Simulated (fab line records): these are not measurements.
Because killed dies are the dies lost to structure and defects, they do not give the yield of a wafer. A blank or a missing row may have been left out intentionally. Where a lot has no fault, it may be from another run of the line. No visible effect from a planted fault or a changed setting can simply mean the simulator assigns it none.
Chamber matching	flow n5_finfet	N5_FIN_SAQP_DESCUM_21 on rie_diel-05 has 4 sister chambers
The step chemistry O2, time 7.9 s. 16 wafers are shown with their chamber, then 8 later ones without.

== WAFERS PAIRED WITH THEIR CHAMBERS ==
wafer	chamber	drypump_motor_current_A (A)	showerhead_plenum_p_Torr (Torr)	throttle_valve_pct (%)
L076.2	1	6.3	2.17	20.45
L076.4	2	6.6	2.12	20.33
L076.6	2	6.6	2.12	20.31
L084.2	2	6.6	2.11	20.34
L084.3	0	5.6	2.04	20.14
L084.6	1	6.2	2.17	20.47
L085.1	0	5.6	2.04	20.14
L085.4	2	6.6	2.11	20.34
L085.5	2	6.6	2.11	20.34
L088.1	2	6.6	2.11	20.36
L088.4	0	5.6	2.03	20.15
L088.6	0	5.6	2.03	20.15
L090.2	3	5.6	2.21	20.52
L090.3	0	5.6	2.03	20.17
L090.5	0	5.6	2.03	20.17
L091.1	2	6.6	2.10	20.38

SIGNATURES (means of the wafers above)
reading	chamber 0	chamber 1	chamber 2	chamber 3	scatter within a chamber
drypump_motor_current_A	5.600	6.250	6.600	5.600	0.0204
showerhead_plenum_p_Torr	2.0333	2.1700	2.1114	2.2100	0.00591
throttle_valve_pct	20.1533	20.4600	20.3429	20.5200	0.0184
Rule: a wafer lies at a distance from a chamber equal to the root of the sum of squares, over the readings, of (its reading less the chamber's mean, divided by the reading's scatter). The wafer belongs to the nearest chamber; if the next one is less than 2 further off, it can't be placed. The scatter: the root of (the sum of the squares of (reading less its chamber's mean) over the shown wafers, divided by (wafers less chambers)).

== WAFERS MISSING THEIR CHAMBER ==
wafer	drypump_motor_current_A (A)	showerhead_plenum_p_Torr (Torr)	throttle_valve_pct (%)
L091.3	5.5	2.21	20.54
L091.6	6.2	2.16	20.50
L092.3	5.5	2.21	20.50
L092.5	6.6	2.10	20.37
L092.6	6.3	2.16	20.51
L097.2	6.6	2.10	20.41
L097.3	5.6	2.03	20.21
L097.5	6.3	2.15	20.53

== WHICH CHAMBER EACH ONE RAN IN ==
wafer	from the rows above	in truth
L091.3	3	3
L091.6	1	1
L092.3	3	3
L092.5	2	2
L092.6	1	1
L097.2	2	2
L097.3	0	0
L097.5	1	1
Correct placement for 8 of the 8. Number that these rows cannot place: 0. Placed wrongly: 0.
